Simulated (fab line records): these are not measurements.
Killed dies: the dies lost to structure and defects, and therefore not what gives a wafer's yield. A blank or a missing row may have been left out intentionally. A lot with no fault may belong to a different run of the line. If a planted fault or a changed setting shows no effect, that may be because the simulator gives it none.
Problem report, 8D (eight disciplines) form, completed by code    flow nandHarc    the parts of the form that need people (team, actions taken, sign-off) are left out

1. PROBLEM STATEMENT
Mean of cdNm at NHARC_P_M2_CD_MEAS_09: 179.6 nm across 2 wafers in 2 lots; on wafers with no fault it is 170.1 nm (standard deviation 0.61). Measured from the usual mean, that is +15 standard deviations.
The step: target cd 170 nm.
Earliest sighting: wafer L953.4 on cdSem-01 at day 13 02:03. The record holds 30 wafers of 10 lots with a number at this step. Rule for "out", or "out of limits": more than 4 standard deviations from the usual mean. The other wafers with a number count as sound.

2. WHAT IT IS; WHAT IT IS NOT
question                     is                  is not
which readings at this step  cdNm                -
which lots                   L953, L955          L938, L939, L942, L946, L956, L957, L958, L961
which wafers of those lots   L953.4, L955.1      L953.2, L953.6, L955.2, L955.6
read on which gauges         cdSem-01, cdSem-02  cdSem-03
when                         from day 13 02:03   up to then (14 sound wafers); but 14 sound wafers of L955, L956, L957, L958, L961 came after

3. SUSPECTS, AND WHAT RULES EACH OUT
Counting: a tool at a process step up to the reading stays a suspect if it ran every lot that is out. Sound lots after the first of them don't rule it out here, since some wafers of a struck lot are sound.
- the gauge at NHARC_P_M2_CD_MEAS_09: ruled out. The wafers that are out were read on 2 gauges (cdSem-01, cdSem-02).
- arfiScanner-03 at NHARC_P_M2_EXPOSE_06 (exposes mask P M2, target cd 170 nm): kept. It ran every lot that is out, first L953 (day 13 01:55); its last sound lot up to then is L942 (day 8 02:40).
Remaining after the count: arfiScanner-03 at NHARC_P_M2_EXPOSE_06.

4. THE CAUSE (what the simulator had put in)
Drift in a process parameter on arfiScanner-03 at NHARC_P_M2_EXPOSE_06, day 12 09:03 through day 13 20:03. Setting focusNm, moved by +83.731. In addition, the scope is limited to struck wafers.
After counting, this tool was the only one left.

5. THE EFFECT CHAIN, in route order
One row per reading whose mean, taken over the struck wafers that have a number, lies over 3 standard deviations from the usual. Readings are gone through only where the record gives a usual standard deviation; hours: the median, over the lots, of the time from a lot's start at the first step in this table giving one to that lot's start at this step; sigmas: the change measured in usual standard deviations.
hours  step                   reading  usual     on struck wafers  change  sigmas
0      NHARC_P_M2_CD_MEAS_09  cdNm     170.1 nm  179.6             +9.5    +15

6. HOW IT WOULD HAVE BEEN CAUGHT EARLIER
Counted from the fault's start at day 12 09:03, it took 17 hours until the first out-of-limits reading at a measuring or inspecting step in this record, taken at day 13 02:03.
No tool reading at NHARC_P_M2_EXPOSE_06 that has a usual standard deviation in the record was out on any struck wafer, so an alarm limit of 4 standard deviations on those readings would not have fired.
Among the 2 lots that are out, L955 began NHARC_P_M2_EXPOSE_06 on arfiScanner-03 after day 13 02:03. Putting the tool on hold at that point would have spared it.
